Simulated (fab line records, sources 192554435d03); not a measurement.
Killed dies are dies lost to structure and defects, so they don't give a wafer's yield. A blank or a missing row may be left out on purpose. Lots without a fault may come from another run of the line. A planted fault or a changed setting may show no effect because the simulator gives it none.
Chamber matching | flow n5_finfet | N5_BEOL_M13_ETCH_68 on rie_diel-01: 4 sister chambers
The step etches SOC in N2/H2, time 355 s. 16 wafers are shown with their chamber, then 8 later ones without.

WAFERS WITH THEIR CHAMBER
wafer  | chamber | showerhead_plenum_p_Torr (Torr) | throttle_valve_pct (%) | oes_product_au (a.u.)
L074.3 | 0       | 2.56                            | 17.29                  | 0.90
L074.4 | 3       | 2.51                            | 17.97                  | 0.70
L074.6 | 2       | 2.62                            | 17.96                  | 0.71
L081.2 | 3       | 2.51                            | 17.99                  | 0.69
L081.3 | 2       | 2.62                            | 17.98                  | 0.69
L081.5 | 3       | 2.51                            | 17.99                  | 0.69
L082.3 | 2       | 2.61                            | 17.99                  | 0.68
L082.4 | 1       | 2.47                            | 17.77                  | 0.86
L082.6 | 3       | 2.51                            | 18.00                  | 0.68
L089.2 | 1       | 2.47                            | 17.82                  | 0.83
L089.4 | 0       | 2.55                            | 17.33                  | 0.85
L089.6 | 3       | 2.50                            | 18.02                  | 0.67
L091.1 | 3       | 2.50                            | 18.02                  | 0.68
L091.2 | 1       | 2.47                            | 17.82                  | 0.83
L091.4 | 0       | 2.55                            | 17.34                  | 0.86
L092.1 | 0       | 2.55                            | 17.35                  | 0.85

SIGNATURES (means of the wafers above)
reading                  | chamber 0 | chamber 1 | chamber 2 | chamber 3 | scatter within a chamber
showerhead_plenum_p_Torr | 2.5525    | 2.4700    | 2.6167    | 2.5067    | 0.00479
throttle_valve_pct       | 17.3275   | 17.8033   | 17.9767   | 17.9983   | 0.0225
oes_product_au           | 0.8650    | 0.8400    | 0.6933    | 0.6850    | 0.0166
Rule: a wafer's distance from a chamber is the root of the sum, over the readings, of the square of ((its reading less the chamber's mean) divided by the reading's scatter). The wafer belongs to the nearest chamber; if the next one is less than 2 further off, it can't be placed. The scatter: the root of (the sum of the squares of (reading less its chamber's mean) over the shown wafers, divided by (wafers less chambers)).

WAFERS WITHOUT THEIR CHAMBER
wafer  | showerhead_plenum_p_Torr (Torr) | throttle_valve_pct (%) | oes_product_au (a.u.)
L092.3 | 2.61                            | 18.01                  | 0.67
L092.4 | 2.46                            | 17.80                  | 0.83
L095.1 | 2.60                            | 18.03                  | 0.67
L095.2 | 2.46                            | 17.82                  | 0.82
L095.4 | 2.54                            | 17.35                  | 0.85
L093.1 | 2.46                            | 17.82                  | 0.82
L093.5 | 2.60                            | 18.03                  | 0.68
L093.6 | 2.46                            | 17.83                  | 0.83

WHICH CHAMBER EACH WENT THROUGH
wafer  | from the rows above | in truth
L092.3 | 2                   | 2
L092.4 | 1                   | 1
L095.1 | 2                   | 2
L095.2 | 1                   | 1
L095.4 | 0                   | 0
L093.1 | 1                   | 1
L093.5 | 2                   | 2
L093.6 | 1                   | 1
Placed correctly: 8 of 8. Can't be placed from these rows: 0. Placed wrongly: 0.
